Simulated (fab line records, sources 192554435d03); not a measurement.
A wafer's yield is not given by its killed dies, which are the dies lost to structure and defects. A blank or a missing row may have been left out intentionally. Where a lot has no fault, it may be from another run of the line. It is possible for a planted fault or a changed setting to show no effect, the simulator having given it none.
Matching of chambers / flow n5Finfet / N5_BEOL_M7_DESCUM_33 on rieDiel-06 has 4 sister chambers
The step chemistry O2, time 7 s. 22 wafers are shown with their chamber, then 11 later ones without.

## WAFERS WITH THEIR CHAMBER
wafer=L074.1; chamber=1; drypumpMotorCurrentA (A)=5.8; showerheadPlenumPTorr (Torr)=2.07; throttleValvePct (%)=20.95
wafer=L074.2; chamber=3; drypumpMotorCurrentA (A)=5.8; showerheadPlenumPTorr (Torr)=2.14; throttleValvePct (%)=19.98
wafer=L074.5; chamber=3; drypumpMotorCurrentA (A)=5.8; showerheadPlenumPTorr (Torr)=2.14; throttleValvePct (%)=19.98
wafer=L076.3; chamber=2; drypumpMotorCurrentA (A)=5.2; showerheadPlenumPTorr (Torr)=2.11; throttleValvePct (%)=20.63
wafer=L076.4; chamber=1; drypumpMotorCurrentA (A)=5.9; showerheadPlenumPTorr (Torr)=2.07; throttleValvePct (%)=20.97
wafer=L076.6; chamber=1; drypumpMotorCurrentA (A)=5.9; showerheadPlenumPTorr (Torr)=2.07; throttleValvePct (%)=20.96
wafer=L077.4; chamber=3; drypumpMotorCurrentA (A)=5.8; showerheadPlenumPTorr (Torr)=2.13; throttleValvePct (%)=19.98
wafer=L077.5; chamber=1; drypumpMotorCurrentA (A)=5.9; showerheadPlenumPTorr (Torr)=2.07; throttleValvePct (%)=20.97
wafer=L077.6; chamber=0; drypumpMotorCurrentA (A)=5.8; showerheadPlenumPTorr (Torr)=2.16; throttleValvePct (%)=20.53
wafer=L084.1; chamber=3; drypumpMotorCurrentA (A)=5.8; showerheadPlenumPTorr (Torr)=2.13; throttleValvePct (%)=20.00
wafer=L084.3; chamber=2; drypumpMotorCurrentA (A)=5.2; showerheadPlenumPTorr (Torr)=2.11; throttleValvePct (%)=20.66
wafer=L084.6; chamber=3; drypumpMotorCurrentA (A)=5.8; showerheadPlenumPTorr (Torr)=2.13; throttleValvePct (%)=20.01
wafer=L087.2; chamber=2; drypumpMotorCurrentA (A)=5.2; showerheadPlenumPTorr (Torr)=2.11; throttleValvePct (%)=20.67
wafer=L087.3; chamber=3; drypumpMotorCurrentA (A)=5.8; showerheadPlenumPTorr (Torr)=2.13; throttleValvePct (%)=20.00
wafer=L087.6; chamber=1; drypumpMotorCurrentA (A)=5.9; showerheadPlenumPTorr (Torr)=2.06; throttleValvePct (%)=20.99
wafer=L088.2; chamber=3; drypumpMotorCurrentA (A)=5.8; showerheadPlenumPTorr (Torr)=2.13; throttleValvePct (%)=20.01
wafer=L088.4; chamber=3; drypumpMotorCurrentA (A)=5.8; showerheadPlenumPTorr (Torr)=2.13; throttleValvePct (%)=20.01
wafer=L088.6; chamber=0; drypumpMotorCurrentA (A)=5.8; showerheadPlenumPTorr (Torr)=2.15; throttleValvePct (%)=20.16
wafer=L089.2; chamber=3; drypumpMotorCurrentA (A)=5.8; showerheadPlenumPTorr (Torr)=2.13; throttleValvePct (%)=20.01
wafer=L089.3; chamber=2; drypumpMotorCurrentA (A)=5.2; showerheadPlenumPTorr (Torr)=2.10; throttleValvePct (%)=20.69
wafer=L089.6; chamber=2; drypumpMotorCurrentA (A)=5.2; showerheadPlenumPTorr (Torr)=2.10; throttleValvePct (%)=20.69
wafer=L092.3; chamber=0; drypumpMotorCurrentA (A)=5.8; showerheadPlenumPTorr (Torr)=2.15; throttleValvePct (%)=20.17

SIGNATURES, as means of the wafers listed above
reading=drypumpMotorCurrentA; chamber 0=5.800; chamber 1=5.880; chamber 2=5.200; chamber 3=5.800; scatter within a chamber=0.0211
reading=showerheadPlenumPTorr; chamber 0=2.1533; chamber 1=2.0680; chamber 2=2.1060; chamber 3=2.1322; scatter within a chamber=0.00484
reading=throttleValvePct; chamber 0=20.2867; chamber 1=20.9680; chamber 2=20.6680; chamber 3=19.9978; scatter within a chamber=0.0722
Rule: for each reading, subtract the chamber's mean from the wafer's reading, divide by that reading's scatter and square the result; add these up over the readings and take the root, which gives the wafer's distance from the chamber. The wafer belongs to the nearest chamber; if the next one is less than 2 further off, it can't be placed. The scatter is the square root of a quotient: the sum, over the shown wafers, of each reading's squared deviation from its chamber's mean, divided by wafers minus chambers.

## WAFERS WITHOUT THEIR CHAMBER
wafer=L092.4; drypumpMotorCurrentA (A)=5.2; showerheadPlenumPTorr (Torr)=2.10; throttleValvePct (%)=20.70
wafer=L092.6; drypumpMotorCurrentA (A)=5.8; showerheadPlenumPTorr (Torr)=2.13; throttleValvePct (%)=20.01
wafer=L093.1; drypumpMotorCurrentA (A)=5.7; showerheadPlenumPTorr (Torr)=2.15; throttleValvePct (%)=20.19
wafer=L093.3; drypumpMotorCurrentA (A)=5.8; showerheadPlenumPTorr (Torr)=2.13; throttleValvePct (%)=20.02
wafer=L093.4; drypumpMotorCurrentA (A)=5.2; showerheadPlenumPTorr (Torr)=2.10; throttleValvePct (%)=20.69
wafer=L095.2; drypumpMotorCurrentA (A)=5.8; showerheadPlenumPTorr (Torr)=2.12; throttleValvePct (%)=20.05
wafer=L095.5; drypumpMotorCurrentA (A)=5.7; showerheadPlenumPTorr (Torr)=2.15; throttleValvePct (%)=20.16
wafer=L095.6; drypumpMotorCurrentA (A)=5.8; showerheadPlenumPTorr (Torr)=2.12; throttleValvePct (%)=20.03
wafer=L097.1; drypumpMotorCurrentA (A)=5.9; showerheadPlenumPTorr (Torr)=2.06; throttleValvePct (%)=20.65
wafer=L097.2; drypumpMotorCurrentA (A)=5.7; showerheadPlenumPTorr (Torr)=2.14; throttleValvePct (%)=20.20
wafer=L097.4; drypumpMotorCurrentA (A)=5.8; showerheadPlenumPTorr (Torr)=2.12; throttleValvePct (%)=20.05

## CHAMBER TAKEN BY EACH
wafer=L092.4; from the rows above=2; in truth=2
wafer=L092.6; from the rows above=3; in truth=3
wafer=L093.1; from the rows above=can't be placed: 0 or 3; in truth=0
wafer=L093.3; from the rows above=3; in truth=3
wafer=L093.4; from the rows above=2; in truth=2
wafer=L095.2; from the rows above=3; in truth=3
wafer=L095.5; from the rows above=can't be placed: 0 or 3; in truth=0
wafer=L095.6; from the rows above=3; in truth=3
wafer=L097.1; from the rows above=1; in truth=1
wafer=L097.2; from the rows above=can't be placed: 0 or 3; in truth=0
wafer=L097.4; from the rows above=3; in truth=3
8 of 11 placed correctly. Not placeable from these rows: 3 (in 3, the candidates include the true chamber). Wrongly placed: 0.
